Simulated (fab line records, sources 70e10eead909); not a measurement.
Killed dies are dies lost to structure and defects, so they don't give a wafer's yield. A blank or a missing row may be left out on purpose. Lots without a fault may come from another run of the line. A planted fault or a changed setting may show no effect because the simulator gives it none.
Chamber matching | flow nand_harc | NHARC_P_GATE_DESCUM_93 on rie_diel-03: 4 sister chambers
The step chemistry O2, time 3 s. 22 wafers are shown with their chamber, then 11 later ones without.

WAFERS WITH THEIR CHAMBER
wafer  | chamber | drypump_motor_current_A (A) | chamber_pressure_mTorr (mTorr) | rf_vpp_V (V)
L077.4 | 2       | 5.2                         | 59.96                          | 56.1
L077.5 | 2       | 5.2                         | 60.01                          | 58.3
L077.6 | 3       | 5.0                         | 60.03                          | 57.0
L080.2 | 1       | 6.1                         | 59.96                          | 58.1
L080.3 | 0       | 5.7                         | 60.06                          | 56.9
L080.5 | 1       | 6.1                         | 59.92                          | 59.0
L081.2 | 0       | 5.7                         | 59.91                          | 57.8
L081.3 | 2       | 5.2                         | 59.91                          | 57.6
L081.4 | 3       | 5.0                         | 59.98                          | 57.4
L082.3 | 2       | 5.2                         | 59.95                          | 57.8
L082.4 | 1       | 6.1                         | 59.94                          | 58.8
L082.5 | 3       | 4.9                         | 60.00                          | 57.6
L083.3 | 1       | 6.1                         | 60.09                          | 56.8
L083.4 | 0       | 5.7                         | 60.11                          | 58.8
L083.6 | 1       | 6.1                         | 59.97                          | 58.1
L086.2 | 2       | 5.2                         | 59.97                          | 59.0
L086.5 | 2       | 5.2                         | 59.99                          | 56.5
L086.6 | 1       | 6.1                         | 60.01                          | 57.5
L087.1 | 2       | 5.2                         | 59.95                          | 58.6
L087.2 | 1       | 6.1                         | 59.99                          | 59.3
L087.6 | 0       | 5.7                         | 60.03                          | 58.2
L088.1 | 2       | 5.2                         | 59.97                          | 58.6

SIGNATURES (means of the wafers above)
reading                 | chamber 0 | chamber 1 | chamber 2 | chamber 3 | scatter within a chamber
drypump_motor_current_A | 5.700     | 6.100     | 5.200     | 4.967     | 0.0192
chamber_pressure_mTorr  | 60.0275   | 59.9829   | 59.9637   | 60.0033   | 0.0516
rf_vpp_V                | 57.925    | 58.229    | 57.812    | 57.333    | 0.893
Rule: a wafer's distance from a chamber is the root of the sum, over the readings, of the square of ((its reading less the chamber's mean) divided by the reading's scatter). The wafer belongs to the nearest chamber; if the next one is less than 2 further off, it can't be placed. The scatter: the root of (the sum of the squares of (reading less its chamber's mean) over the shown wafers, divided by (wafers less chambers)).

WAFERS WITHOUT THEIR CHAMBER
wafer  | drypump_motor_current_A (A) | chamber_pressure_mTorr (mTorr) | rf_vpp_V (V)
L088.4 | 5.7                         | 60.05                          | 59.1
L088.5 | 5.0                         | 60.04                          | 57.3
L094.1 | 5.0                         | 60.00                          | 57.7
L094.4 | 5.7                         | 60.01                          | 59.4
L094.5 | 5.0                         | 59.96                          | 58.4
L095.2 | 6.1                         | 59.97                          | 58.0
L095.4 | 5.2                         | 60.11                          | 56.8
L095.5 | 6.1                         | 60.08                          | 59.5
L096.2 | 6.1                         | 60.02                          | 58.7
L096.4 | 5.7                         | 59.91                          | 57.9
L096.6 | 5.2                         | 59.96                          | 57.4

WHICH CHAMBER EACH WENT THROUGH
wafer  | from the rows above | in truth
L088.4 | 0                   | 0
L088.5 | 3                   | 3
L094.1 | 3                   | 3
L094.4 | 0                   | 0
L094.5 | 3                   | 3
L095.2 | 1                   | 1
L095.4 | 2                   | 2
L095.5 | 1                   | 1
L096.2 | 1                   | 1
L096.4 | 0                   | 0
L096.6 | 2                   | 2
Placed correctly: 11 of 11. Can't be placed from these rows: 0. Placed wrongly: 0.
